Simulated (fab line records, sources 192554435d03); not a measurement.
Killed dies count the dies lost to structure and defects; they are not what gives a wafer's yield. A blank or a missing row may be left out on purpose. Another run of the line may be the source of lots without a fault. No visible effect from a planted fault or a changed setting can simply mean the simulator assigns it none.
A lot that was struck, set against a sound lot -- flow n5 finfet -- 36 steps out of a route of 1938
Sound: the wafers L780.3, L780.5, L780.6. Wafers L768.1, L768.3, L768.5 were the ones struck. The cause comes at the end.
Each step with rows lists, per side, the tool, then ch with its chambers, then its first start. Under that, the readings that differ: sound wafers -- struck wafers -- difference of the means -- sigmas: that difference in standard deviations of wafers without a fault.
alike: same words and numbers on both sides, and readings whose means sit less than 2 such deviations apart. not compared: any withheld reading, any reading some wafer has no value for, any bound like >300 that may hide the same value, and any number with overlapping values for which the record gives no deviation.
The two part at a step that has a row with sigmas, a row that says differs or no value, or rows on one side only. When numbers do not overlap yet have no deviation, they are printed without sigmas and do not part them. A reading missing from all wafers of one side parts the sides only when that side holds two or more wafers.

first, 9 steps without rows for these wafers: N5_BEOL_M4_ANNEAL_95 (time 240 s); N5_BEOL_M4_SPUTTER_96 (material Cu, target thk 4.5 nm, time 8.29 s); N5_BEOL_M4_ECD_50 (material Cu, target thk 300 nm); N5_BEOL_M4_ANNEAL_51 (time 90 s); N5_BEOL_M4_CMP_52 (polishes, stops on SiOC, t overpolish 6.8 s, target thk 40 nm); N5_BEOL_M4_PRE_CLEAN_60 (time 15 s); N5_BEOL_M4_CO_CAP_55 (material Co, precursor CCTBA/H2, target thk 2 nm, time 102.1 s); N5_BEOL_M4_PRE_CLEAN_56 (time 15 s); N5_BEOL_M4_DEP_57 (deposits SiCN from 3MS/NH3, target thk 8 nm, time 14 s).
N5_BEOL_M4_RC_MEAS_101:
  sound on prober-01 ch 0, day 14 02:05; struck on prober-02 ch 0, day 11 04:40
  alike: DIBL_N, DIBL_P, IOFF_N, IOFF_P, ION_N, ION_P, SS_N, SS_P, VT_N, VT_P
then, 24 steps without rows for these wafers: N5_BEOL_M5_ILD_DEP_00 (deposits SiCOH lowk from DEMS/porogen, target thk 140.64 nm, time 25.9 s); N5_BEOL_M5_CURE_79 (cures SiCOH lowk, time 240 s); N5_BEOL_M5_PECVD_70 (deposits SiO2 from TEOS/O2, target thk 16 nm, time 18 s); N5_BEOL_M5_HM_DEP_02 (deposits TiN, target thk 20 nm); N5_BEOL_M5_COAT_59 (time 60 s, resist thk 60 nm); N5_BEOL_M5_COAT_60 (time 60 s, resist thk 12 nm); N5_BEOL_M5_COAT_71 (time 60 s, resist thk 5 nm); N5_BEOL_M5_COAT_05 (resist thk 30 nm); N5_BEOL_M5_EBR_07; N5_BEOL_M5_SOFTBAKE_06 (time 60 s); N5_BEOL_M5_EXPOSE_08 (exposes mask M5, target cd 28 nm); N5_BEOL_M5_PEB_09 (peb time 60 s); N5_BEOL_M5_DEVELOP_10 (develop time 30 s); N5_BEOL_M5_DESCUM_16 (chemistry O2, time 7 s); N5_BEOL_M5_ETCH_72 (etches underlayer in N2/H2, target depth 6.5 nm, time 5.2 s); N5_BEOL_M5_ETCH_61 (etches SiARC in CF4, target depth 15.6 nm, time 26 s); N5_BEOL_M5_ETCH_62 (etches SOC in N2/H2, target depth 75 nm, overetch 15 nm, time 112.5 s); N5_BEOL_M5_STRIP_63 (strips in N2/H2); N5_BEOL_M5_STRIP_73 (strips in N2/H2); N5_BEOL_M5_STRIP_64 (strips in CF4); N5_BEOL_M5_HM_OPEN_17 (chemistry Cl2/BCl3, target TiN, target depth 20 nm, overetch 6 nm); N5_BEOL_M5_STRIP_19 (strips in O2); N5_BEOL_M5_COAT_65 (time 60 s, resist thk 60 nm); N5_BEOL_M5_COAT_66 (time 60 s, resist thk 12 nm).
N5_BEOL_M5_VIA_ETCH_34: etches SiCOH lowk in C4F6/O2, target depth 88.3 nm, time 39.2 s.
  sound on rie diel-01 ch 0,1, day 14 06:07; struck on rie diel-01 ch 0,1, day 11 12:02
reading,sound,struck,difference,sigmas
model.etch.depth nm (nm),88.22 88.63 88.1,66.3 67.18 65.97,-21.8,
model.SOC_of_BEOL_M5_COAT_65.thk nm (nm),55.8 56 56,56.8 56.8 57,+0.9,
  alike: O2_flow_sccm, drypump motor current A, mfc ar sccm, oes product au, rf vpp V, showerhead plenum p Torr, throttle valve pct
  not compared: rf hours counter h
-- a jump in the record: the struck wafers' starts before and after are 4 days apart (it breaks off in module BEOL_M5 and resumes in module PASSIVATION, where the first step shown is number 1936 of the route) --
N5_PASSIVATION_PROBE_49:
  the record has rows for the struck wafers here (prober-02, day 15 20:33) and none for the sound ones

WHERE THEY PART
At N5_PASSIVATION_PROBE_49 and nowhere else, as far as this record goes.

WHY: whatever the simulator had introduced
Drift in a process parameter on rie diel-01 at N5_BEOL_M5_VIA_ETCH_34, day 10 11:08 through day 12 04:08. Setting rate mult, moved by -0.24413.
